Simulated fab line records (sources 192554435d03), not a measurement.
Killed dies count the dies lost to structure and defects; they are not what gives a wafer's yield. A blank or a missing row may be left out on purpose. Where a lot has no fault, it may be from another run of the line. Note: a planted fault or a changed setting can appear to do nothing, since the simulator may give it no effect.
Struck lot and sound lot, side by side :: flow n5Finfet :: 19 out of 1938 route steps
Sound: the wafers L802.2, L802.4, L802.6. Struck: wafer L811.4; the same lot's L811.3 was not struck, so it is left out; see the end for the cause.
At each step with rows: each side's tool, then ch and its chambers, then its first start. Under that, the readings that differ: sound wafers :: struck wafers :: difference of the means :: sigmas: that difference in standard deviations of wafers without a fault.
alike: same words and numbers on both sides, and readings whose means sit less than 2 such deviations apart. not compared: any withheld reading, any reading some wafer has no value for, any bound like >300 that may hide the same value, and any number with overlapping values for which the record gives no deviation.
A row with sigmas, a row that says differs or no value, or rows on one side alone: a step with any of these is where the two part. Non-overlapping numbers with no deviation appear without sigmas and do not part them. A reading missing from all wafers of one side parts the sides only when that side holds two or more wafers.

first, 3 steps without rows for these wafers: N5_BEOL_M13_ETCH_67 (etches SiARC in CF4, target depth 143 nm, time 238.3 s); N5_BEOL_M13_ETCH_68 (etches SOC in N2/H2, time 355 s); N5_BEOL_M13_STRIP_69 (strips in N2/H2).
N5_BEOL_M13_TRENCH_ETCH_34: etches SiOC in C4F8/O2/Ar, target depth 413.47 nm, time 162.6 s.
  sound on rieDiel-02 ch 0,3, day 11 22:19; struck on rieDiel-06 ch 2, day 14 09:55
  alike: C4F8_flow_sccm, drypumpMotorCurrentA, heOuterTorr, oesProductAu, rfVppV, showerheadPlenumPTorr, throttleValvePct
  not compared: rfHoursCounterH
then, 1 step without rows for these wafers: N5_BEOL_M13_STRIP_70 (strips in C4F8/O2/Ar).
N5_BEOL_M13_OCD_MEAS_35:
  struck on ocd-01, day 14 10:05; sound on ocd-02, day 11 22:29
  alike: trenchDepthNm
N5_BEOL_M13_STRIP_37: strips in N2/H2.
  sound on plasmaAsher-01 ch 0,1, day 11 22:31; struck on plasmaAsher-01 ch 0, day 14 10:08
  alike: drypumpMotorCurrentA, heaterPowerW, oesProductAu
  not compared: rfHoursCounterH
then, 3 steps without rows for these wafers: N5_BEOL_M13_ETCH_38 (etches SiCN in CF4/N2, target depth 67.5 nm, time 71.9 s); N5_BEOL_M13_PRECLEAN_39 (cleans in residue remover, time 60 s); N5_BEOL_M13_SRD_40 (time 30 s, dry time 30 s).
N5_BEOL_M13_DEGAS_41: time 60 s.
  struck on pvdSputter-01, day 14 11:42; sound on pvdSputter-01, day 12 04:30
  alike: heaterPowerW, susceptorTempC
then, 1 step without rows for these wafers: N5_BEOL_M13_PRE_CLEAN_42 (time 30 s).
N5_BEOL_M13_SPUTTER_43: material TaN, target thk 15 nm, time 24.19 s.
  struck on pvdSputter-01, day 14 11:47; sound on pvdSputter-01, day 12 04:35
reading: model.TaN_of_BEOL_M13_SPUTTER_43.thkNm (nm)
sound: 15.2 15.2 15.2
struck: 12
difference: -3
sigmas: 
  alike: throttleValvePct
  not compared: susceptorTempC
then, 1 step without rows for these wafers: N5_BEOL_M13_SPUTTER_44 (material Ta, target thk 10 nm, time 16.13 s).
N5_BEOL_M13_SPUTTER_45: material Cu, target thk 80 nm, time 13.33 s.
  struck on pvdSputter-01, day 14 11:56; sound on pvdSputter-01, day 12 04:44
  alike: susceptorTempC, throttleValvePct
then, 1 step without rows for these wafers: N5_BEOL_M13_ECD_47 (material Cu, target thk 936 nm).
N5_BEOL_M13_ANNEAL_48: time 90 s.
  sound on rtpAnneal-02 ch 0, day 12 05:04; struck on rtpAnneal-02 ch 0, day 14 12:19
  alike: wafer_temp_C_max
N5_BEOL_M13_CMP_49: polishes, stops on SiOC, t overpolish 17.1 s, target thk 420 nm.
  sound on cmp-03 ch 0,2,3, day 12 05:23; struck on cmp-02 ch 3, day 14 12:33
reading: barrierFieldEndpointS (s)
sound: 31.7 31.2 31.4
struck: 27.9
difference: -3.5
sigmas: -4
  alike: motorCurrentA
  not compared: padLifeWafers
N5_BEOL_M13_THK_MEAS_50: measures by xrf.
  struck on filmMetro-02, day 14 12:49; sound on filmMetro-01, day 12 05:37
reading: M13_THK (nm)
sound: 425 432 425
struck: 442
difference: +15
sigmas: +2

WHERE THEY PART
Earliest at N5_BEOL_M13_CMP_49; latest, in this record, at N5_BEOL_M13_THK_MEAS_50.

WHY: whatever the simulator had introduced
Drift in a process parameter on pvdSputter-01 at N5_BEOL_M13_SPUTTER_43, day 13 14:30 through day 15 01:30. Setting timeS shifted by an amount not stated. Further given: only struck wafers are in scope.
